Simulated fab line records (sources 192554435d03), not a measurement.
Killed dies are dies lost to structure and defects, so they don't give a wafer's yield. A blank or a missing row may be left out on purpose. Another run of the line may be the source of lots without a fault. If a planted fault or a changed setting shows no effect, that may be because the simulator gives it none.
What tool caused it?	flow n5 finfet	24 lots, 72 wafers sampled, at 4 steps of a route of 1938

## WHAT THE GAUGES SHOWED, per wafer
N5_BEOL_M12_RS_MEAS_54: uses a four-point probe to measure. Usual: M12_RS typically reads 0.0599 ohm/sq, with standard deviation 0.00084.
lot	measured	on	M12_RS (ohm/sq)	flag
L074	day 10 16:07	film metro-01	0.0618 0.0610 0.0588	
L075	day 10 22:50	film metro-02	0.0621 0.0593 0.0602	
L076	day 11 06:49	film metro-02	0.0605 0.0583 0.0600	
L078	day 11 18:19	film metro-02	0.0589 0.0592 0.0613	
L077	day 11 21:59	film metro-02	0.0604 0.0611 0.0596	
L080	day 12 06:35	film metro-01	0.0596 0.0601 0.0598	
L079	day 12 12:08	film metro-02	0.0607 0.0592 0.0596	
L081	day 12 16:00	film metro-02	0.0592 0.0588 0.0588	
L082	day 13 07:41	film metro-01	0.0595 0.0611 0.0598	
L083	day 13 07:57	film metro-02	0.0608 0.0602 0.0610	
L084	day 13 21:53	film metro-02	0.0574 0.0571 0.0599	
L086	day 13 22:12	film metro-01	0.0608 0.0593 0.0591	
L087	day 13 23:22	film metro-02	0.0587 0.0605 0.0599	
L085	day 14 03:23	film metro-02	0.0595 0.0586 0.0597	
L088	day 14 12:28	film metro-02	0.0589 0.0585 0.0592	
L090	day 15 03:13	film metro-02	0.0603 0.0600 0.0587	
L089	day 15 03:40	film metro-02	0.0602 0.0605 0.0595	
L091	day 15 03:59	film metro-02	0.0600 0.0604 0.0606	
L092	day 15 16:20	film metro-02	0.0603 0.0597 0.0618	
L093	day 16 10:41	film metro-01	0.0600 0.0603 0.0600	
L095	day 16 11:58	film metro-02	0.0610 0.0593 0.0606	
L094	day 16 15:25	film metro-02	0.0598 0.0596 0.0601	
L097	day 16 15:44	film metro-01	0.0600 0.0581 0.0583	
L096	day 17 01:57	film metro-01	0.0615 0.0597 0.0594	

N5_BEOL_M13_OVL_MEAS_29. Usual: M13_OVL typically reads -4 nm, with standard deviation 5.6.
lot	measured	on	M13_OVL (nm)	flag
L074	day 10 17:37	overlay-02	2 -3 4	
L075	day 11 00:20	overlay-01	2 -6 -4	
L076	day 11 08:26	overlay-01	-4 -3 1	
L078	day 11 20:04	overlay-01	-6 0 -3	
L077	day 11 23:36	overlay-01	3 0 -6	
L080	day 12 08:14	overlay-01	4 1 -6	
L079	day 12 13:37	overlay-02	-7 -9 -10	
L081	day 12 17:37	overlay-02	-4 0 -5	
L082	day 13 09:10	overlay-01	5 4 4	
L083	day 13 09:42	overlay-02	-1 6 -5	
L084	day 13 23:30	overlay-01	-11 -9 -1	
L086	day 13 23:59	overlay-01	-6 -6 -6	
L087	day 14 01:34	overlay-02	-7 -10 -6	
L085	day 14 04:53	overlay-02	-5 -4 -1	
L088	day 14 14:23	overlay-01	5 -3 3	
L090	day 15 04:53	overlay-01	-6 -1 -11	
L089	day 15 05:29	overlay-01	-6 -4 -3	
L091	day 15 05:56	overlay-02	-14 -5 -15	
L092	day 15 18:08	overlay-02	-1 -2 -3	
L093	day 16 12:26	overlay-02	-15 2 -4	
L095	day 16 13:38	overlay-02	-3 -8 -7	
L094	day 16 17:02	overlay-02	-7 -22 -4	
L097	day 16 17:35	overlay-02	-11 -6 -4	
L096	day 17 03:26	overlay-01	-3 -1 -8	

## EACH LOT AND THE TOOL THAT RAN IT (in order: tool; ch and the chambers of the sampled wafers; start)
lot	N5_BEOL_M12_DEGAS_41	N5_BEOL_M13_VIA_ETCH_16
L074	pvd sputter-03, day 10 14:11	rie diel-02 ch 0,2,3, day 10 16:49
L075	pvd sputter-01, day 10 21:26	rie diel-05 ch 1,2,3, day 10 23:32
L076	pvd sputter-01, day 11 05:37	rie diel-01 ch 1,2,3, day 11 07:38
L078	pvd sputter-02, day 11 17:04	rie diel-05 ch 2,3, day 11 19:08
L077	pvd sputter-01, day 11 20:38	rie diel-01 ch 0,1,3, day 11 22:40
L080	pvd sputter-03, day 12 05:22	rie diel-05 ch 0,3, day 12 07:16
L079	pvd sputter-01, day 12 10:55	rie diel-01 ch 0,1,2, day 12 12:49
L081	pvd sputter-02, day 12 14:47	rie diel-01 ch 0,1,3, day 12 16:42
L082	pvd sputter-01, day 13 06:14	rie diel-05 ch 0,2, day 13 08:22
L083	pvd sputter-01, day 13 06:35	rie diel-01 ch 0,1, day 13 08:46
L084	pvd sputter-03, day 13 20:31	rie diel-02 ch 2,3, day 13 22:42
L086	pvd sputter-03, day 13 20:59	rie diel-05 ch 1,2,3, day 13 23:01
L087	pvd sputter-03, day 13 21:54	rie diel-02 ch 0,2,3, day 14 00:36
L085	pvd sputter-02, day 14 02:09	rie diel-02 ch 0,1,3, day 14 04:04
L088	pvd sputter-01, day 14 11:08	rie diel-05 ch 1,3, day 14 13:26
L090	pvd sputter-02, day 15 01:14	rie diel-01 ch 1,2,3, day 15 04:05
L089	pvd sputter-03, day 15 01:35	rie diel-02 ch 0,1,3, day 15 04:38
L091	pvd sputter-03, day 15 02:28	rie diel-01 ch 0,2,3, day 15 05:00
L092	pvd sputter-03, day 15 15:07	rie diel-02 ch 0,2, day 15 17:13
L093	pvd sputter-03, day 16 09:28	rie diel-01 ch 0,2, day 16 11:31
L095	pvd sputter-03, day 16 10:23	rie diel-01 ch 0,2, day 16 12:47
L094	pvd sputter-01, day 16 14:11	rie diel-05 ch 0,3, day 16 16:14
L097	pvd sputter-01, day 16 14:31	rie diel-05 ch 0,2,3, day 16 16:34
L096	pvd sputter-01, day 16 22:39	rie diel-02 ch 1,3, day 17 02:38
- N5_BEOL_M12_DEGAS_41: time 60 s.
- N5_BEOL_M13_VIA_ETCH_16: etches SiOC in C4F8/O2/Ar, target depth 921.7 nm.

## AS READ BY THE TOOLS THEMSELVES (means over the sampled wafers that have a number; for cases with no such wafer, the mark the record gives instead)
N5_BEOL_M12_DEGAS_41. Usual: heater power w reads 336 W (standard deviation 42).
lot	tool	heater power w (W)	flag
L074	pvd sputter-03	348	
L075	pvd sputter-01	301	
L076	pvd sputter-01	337	
L078	pvd sputter-02	346	
L077	pvd sputter-01	333	
L080	pvd sputter-03	343	
L079	pvd sputter-01	298	
L081	pvd sputter-02	308	
L082	pvd sputter-01	334	
L083	pvd sputter-01	312	
L084	pvd sputter-03	331	
L086	pvd sputter-03	333	
L087	pvd sputter-03	332	
L085	pvd sputter-02	344	
L088	pvd sputter-01	343	
L090	pvd sputter-02	347	
L089	pvd sputter-03	321	
L091	pvd sputter-03	346	
L092	pvd sputter-03	349	
L093	pvd sputter-03	349	
L095	pvd sputter-03	357	
L094	pvd sputter-01	335	
L097	pvd sputter-01	370	
L096	pvd sputter-01	345	

N5_BEOL_M13_VIA_ETCH_16. Usual: drypump motor current A 5.8 A (standard deviation 0.43); mfc ar sccm 399.7 sccm (standard deviation 1.2); oes product au 0.67 a.u. (standard deviation 0.067); rf fwd power W 2996 W (standard deviation 9.1); rf vpp V 665 V (standard deviation 3.4); showerhead plenum p Torr 3.41 Torr (standard deviation 0.12); throttle valve pct 24.28 % (standard deviation 0.21).
lot	tool	drypump motor current A (A)	mfc ar sccm (sccm)	oes product au (a.u.)	rf fwd power W (W)	rf vpp V (V)	showerhead plenum p Torr (Torr)	throttle valve pct (%)	flag
L074	rie diel-02	5.5	400.0	0.64	2995	663	3.34	24.10	
L075	rie diel-05	5.6	399.3	0.63	2993	666	3.44	24.43	
L076	rie diel-01	5.8	400.0	0.69	2995	664	3.41	24.24	
L078	rie diel-05	5.6	400.3	0.64	2990	668	3.52	24.29	
L077	rie diel-01	5.8	398.6	0.70	2989	663	3.32	24.21	
L080	rie diel-05	5.7	400.1	0.66	3001	669	3.53	24.30	
L079	rie diel-01	6.2	398.5	0.70	2992	666	3.41	24.27	
L081	rie diel-01	5.8	399.3	0.70	2996	663	3.32	24.21	
L082	rie diel-05	5.8	399.5	0.69	2997	669	3.56	24.32	
L083	rie diel-01	6.2	399.8	0.70	2992	663	3.32	24.25	
L084	rie diel-02	5.6	398.5	0.62	2997	661	3.28	24.19	
L086	rie diel-05	5.6	397.9	0.71	2996	666	3.43	24.35	
L087	rie diel-02	5.5	400.6	0.62	2997	663	3.33	24.14	
L085	rie diel-02	6.0	399.9	0.62	3003	664	3.38	24.22	
L088	rie diel-05	5.7	400.7	0.69	2993	663	3.35	24.51	
L090	rie diel-01	5.8	400.3	0.67	3004	665	3.40	24.27	
L089	rie diel-02	5.9	400.6	0.62	2995	664	3.38	24.21	
L091	rie diel-01	5.6	399.1	0.64	2985	662	3.34	24.39	
L092	rie diel-02	5.5	399.8	0.63	2983	664	3.37	24.09	
L093	rie diel-01	6.0	400.5	0.63	2997	666	3.42	24.46	
L095	rie diel-01	6.0	398.6	0.64	2998	663	3.34	24.42	
L094	rie diel-05	5.8	400.4	0.74	2995	668	3.54	24.23	
L097	rie diel-05	5.7	400.1	0.78	3009	668	3.52	24.12	
L096	rie diel-02	6.0	399.8	0.78	2995	670	3.59	24.13	

## THE ANSWER, worked out from the rows above alone
Rule: take the mean of a lot's wafers that have a number; if it is more than 3 standard deviations from the usual mean, the lot is off. Also off: a lot with no number at a reading for which 4 or more lots have one. The other lots that the step has rows for count as sound. First the gauges in route order, then the tools' own readings, where a lot's mean is used as printed above. The first step at which some lot is off is used, and at that step the reading that is off furthest; a lot without a number counts as furthest.
No lot is off on any of the readings shown, so nothing can be concluded from this.

## WHAT THE SIMULATOR HAD INSERTED
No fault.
